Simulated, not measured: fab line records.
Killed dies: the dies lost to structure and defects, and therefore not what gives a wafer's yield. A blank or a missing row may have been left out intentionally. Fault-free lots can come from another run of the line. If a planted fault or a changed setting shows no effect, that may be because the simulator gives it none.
Matching of chambers || flow nand_harc || NHARC_A_STAIRCASE_ETCH_444 on rie_diel-12 has 4 sister chambers
The step etches the open film in C4F8/O2, target depth 20400 nm, time 6800 s. 4 wafers are shown with their chamber, then 9 later ones without.

WAFERS PAIRED WITH THEIR CHAMBERS
{"wafer": "L079.5", "chamber": 0, "rf_vpp_V (V)": 811}
{"wafer": "L089.1", "chamber": 3, "rf_vpp_V (V)": 803}
{"wafer": "L089.5", "chamber": 1, "rf_vpp_V (V)": 814}
{"wafer": "L089.6", "chamber": 2, "rf_vpp_V (V)": 800}

WAFERS WITH NO CHAMBER GIVEN
{"wafer": "L092.1", "rf_vpp_V (V)": 804}
{"wafer": "L092.3", "rf_vpp_V (V)": 809}
{"wafer": "L092.5", "rf_vpp_V (V)": 809}
{"wafer": "L095.1", "rf_vpp_V (V)": 810}
{"wafer": "L095.3", "rf_vpp_V (V)": 804}
{"wafer": "L095.4", "rf_vpp_V (V)": 814}
{"wafer": "L096.2", "rf_vpp_V (V)": 800}
{"wafer": "L096.4", "rf_vpp_V (V)": 810}
{"wafer": "L096.6", "rf_vpp_V (V)": 810}

EACH ONE'S CHAMBER
{"wafer": "L092.1", "from the rows above": 3, "in truth": 3}
{"wafer": "L092.3", "from the rows above": 0, "in truth": 0}
{"wafer": "L092.5", "from the rows above": 0, "in truth": 0}
{"wafer": "L095.1", "from the rows above": 0, "in truth": 0}
{"wafer": "L095.3", "from the rows above": 3, "in truth": 3}
{"wafer": "L095.4", "from the rows above": 1, "in truth": 1}
{"wafer": "L096.2", "from the rows above": 2, "in truth": 2}
{"wafer": "L096.4", "from the rows above": 0, "in truth": 0}
{"wafer": "L096.6", "from the rows above": 0, "in truth": 0}
Placed correctly: 9 of 9. Left unplaced by these rows: 0. Number placed wrongly: 0.
How it was worked out, from the rows above alone: a wafer's distance from a chamber is the root of the sum, over the readings, of the square of ((its reading less the chamber's mean) divided by the reading's scatter). The wafer belongs to the nearest chamber; if the next one is less than 2 further off, it can't be placed. For every chamber, the mean is computed from those of its wafers that are shown. The scatter (one wafer shown for each chamber): square how far every hidden wafer sits from the nearest shown wafer, average those squares and take the square root.
